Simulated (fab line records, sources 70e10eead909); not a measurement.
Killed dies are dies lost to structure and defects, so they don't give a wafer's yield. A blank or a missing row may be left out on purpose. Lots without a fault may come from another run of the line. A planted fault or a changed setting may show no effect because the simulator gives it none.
Chamber matching | flow nand_harc | NHARC_A_CONTACT_DESCUM_13 on rie_diel-12: 4 sister chambers
The step chemistry O2, time 3 s. 19 wafers are shown with their chamber, then 9 later ones without.

WAFERS WITH THEIR CHAMBER
wafer  | chamber | showerhead_plenum_p_Torr (Torr) | throttle_valve_pct (%) | rf_vpp_V (V)
L991.1 | 0       | 2.00                            | 11.298                 | 58.0
L991.2 | 1       | 1.90                            | 11.297                 | 56.4
L991.5 | 3       | 1.84                            | 11.318                 | 56.2
L995.3 | 0       | 2.00                            | 11.306                 | 59.6
L995.4 | 1       | 1.89                            | 11.307                 | 56.9
L995.5 | 1       | 1.89                            | 11.308                 | 57.8
L997.3 | 0       | 2.00                            | 11.304                 | 58.0
L997.6 | 3       | 1.84                            | 11.315                 | 58.3
L998.1 | 1       | 1.89                            | 11.318                 | 58.4
L998.2 | 3       | 1.84                            | 11.321                 | 56.9
L998.6 | 2       | 1.84                            | 11.317                 | 56.1
L101.5 | 0       | 2.00                            | 11.299                 | 57.6
L101.6 | 1       | 1.89                            | 11.310                 | 58.3
L109.1 | 2       | 1.83                            | 11.325                 | 56.9
L109.4 | 0       | 2.00                            | 11.332                 | 58.4
L109.5 | 3       | 1.83                            | 11.317                 | 57.9
L107.1 | 1       | 1.89                            | 11.306                 | 58.0
L107.3 | 2       | 1.83                            | 11.303                 | 57.7
L107.6 | 0       | 2.00                            | 11.314                 | 56.6

SIGNATURES (means of the wafers above)
reading                  | chamber 0 | chamber 1 | chamber 2 | chamber 3 | scatter within a chamber
showerhead_plenum_p_Torr | 2.0000    | 1.8917    | 1.8333    | 1.8375    | 0.00387
throttle_valve_pct       | 11.30883  | 11.30767  | 11.31500  | 11.31775  | 0.00933
rf_vpp_V                 | 58.033    | 57.633    | 56.900    | 57.325    | 0.898
Rule: a wafer's distance from a chamber is the root of the sum, over the readings, of the square of ((its reading less the chamber's mean) divided by the reading's scatter). The wafer belongs to the nearest chamber; if the next one is less than 2 further off, it can't be placed. The scatter: the root of (the sum of the squares of (reading less its chamber's mean) over the shown wafers, divided by (wafers less chambers)).

WAFERS WITHOUT THEIR CHAMBER
wafer  | showerhead_plenum_p_Torr (Torr) | throttle_valve_pct (%) | rf_vpp_V (V)
L110.2 | 1.83                            | 11.316                 | 57.0
L110.3 | 1.83                            | 11.319                 | 57.0
L110.6 | 1.99                            | 11.317                 | 60.7
L111.2 | 1.83                            | 11.310                 | 57.0
L111.3 | 1.99                            | 11.317                 | 57.6
L111.4 | 1.89                            | 11.330                 | 58.0
L112.1 | 1.99                            | 11.294                 | 59.3
L112.2 | 1.83                            | 11.313                 | 58.1
L112.4 | 1.89                            | 11.302                 | 57.8

WHICH CHAMBER EACH WENT THROUGH
wafer  | from the rows above     | in truth
L110.2 | can't be placed: 2 or 3 | 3
L110.3 | can't be placed: 2 or 3 | 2
L110.6 | 0                       | 0
L111.2 | can't be placed: 2 or 3 | 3
L111.3 | 0                       | 0
L111.4 | 1                       | 1
L112.1 | 0                       | 0
L112.2 | can't be placed: 2 or 3 | 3
L112.4 | 1                       | 1
Placed correctly: 5 of 9. Can't be placed from these rows: 4 (the true chamber is among the candidates in 4). Placed wrongly: 0.
